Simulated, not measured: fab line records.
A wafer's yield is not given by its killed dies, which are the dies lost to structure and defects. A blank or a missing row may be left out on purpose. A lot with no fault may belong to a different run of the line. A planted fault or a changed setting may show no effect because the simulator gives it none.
Matching of chambers || flow n5 finfet || N5_BEOL_M4_PECVD_72 on pecvd-02 has 3 sister chambers
The step deposits SiO2 from TEOS/O2, target thk 16 nm, time 18 s. 6 wafers are shown with their chamber, then 7 later ones without.

## EACH WAFER AND ITS CHAMBER
{"wafer": "L079.5", "chamber": 0, "throttle valve pct (%)": 25.8, "showerhead plenum p Torr (Torr)": 8.80}
{"wafer": "L081.2", "chamber": 0, "throttle valve pct (%)": 25.7, "showerhead plenum p Torr (Torr)": 8.79}
{"wafer": "L081.4", "chamber": 2, "throttle valve pct (%)": 22.9, "showerhead plenum p Torr (Torr)": 8.79}
{"wafer": "L081.6", "chamber": 1, "throttle valve pct (%)": 22.9, "showerhead plenum p Torr (Torr)": 8.77}
{"wafer": "L082.1", "chamber": 1, "throttle valve pct (%)": 22.8, "showerhead plenum p Torr (Torr)": 8.75}
{"wafer": "L082.2", "chamber": 2, "throttle valve pct (%)": 22.7, "showerhead plenum p Torr (Torr)": 8.77}

## WAFERS MISSING THEIR CHAMBER
{"wafer": "L082.6", "throttle valve pct (%)": 22.9, "showerhead plenum p Torr (Torr)": 8.76}
{"wafer": "L087.1", "throttle valve pct (%)": 23.2, "showerhead plenum p Torr (Torr)": 8.80}
{"wafer": "L087.4", "throttle valve pct (%)": 22.9, "showerhead plenum p Torr (Torr)": 8.79}
{"wafer": "L087.6", "throttle valve pct (%)": 22.9, "showerhead plenum p Torr (Torr)": 8.78}
{"wafer": "L094.1", "throttle valve pct (%)": 25.7, "showerhead plenum p Torr (Torr)": 8.80}
{"wafer": "L094.3", "throttle valve pct (%)": 23.2, "showerhead plenum p Torr (Torr)": 8.83}
{"wafer": "L094.5", "throttle valve pct (%)": 22.8, "showerhead plenum p Torr (Torr)": 8.77}

## WHICH CHAMBER EACH WENT THROUGH
{"wafer": "L082.6", "from the rows above": "can't be placed: 1 or 2", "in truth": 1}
{"wafer": "L087.1", "from the rows above": "can't be placed: 2 or 1", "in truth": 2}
{"wafer": "L087.4", "from the rows above": "can't be placed: 2 or 1", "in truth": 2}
{"wafer": "L087.6", "from the rows above": "can't be placed: 2 or 1", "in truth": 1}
{"wafer": "L094.1", "from the rows above": 0, "in truth": 0}
{"wafer": "L094.3", "from the rows above": "can't be placed: 2 or 1", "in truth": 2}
{"wafer": "L094.5", "from the rows above": "can't be placed: 2 or 1", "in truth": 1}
Placed correctly: 1 of 7. Can't be placed from these rows: 6 (the true chamber is among the candidates in 6). Placed wrongly: 0.
How it was worked out, from the rows above alone: a wafer's distance from a chamber is the root of the sum, over the readings, of the square of ((its reading less the chamber's mean) divided by the reading's scatter). The wafer belongs to the nearest chamber; if the next one is less than 2 further off, it can't be placed. Each chamber's mean is taken over the wafers shown for it. The scatter is the square root of a quotient: the sum, over the shown wafers, of each reading's squared deviation from its chamber's mean, divided by wafers minus chambers.
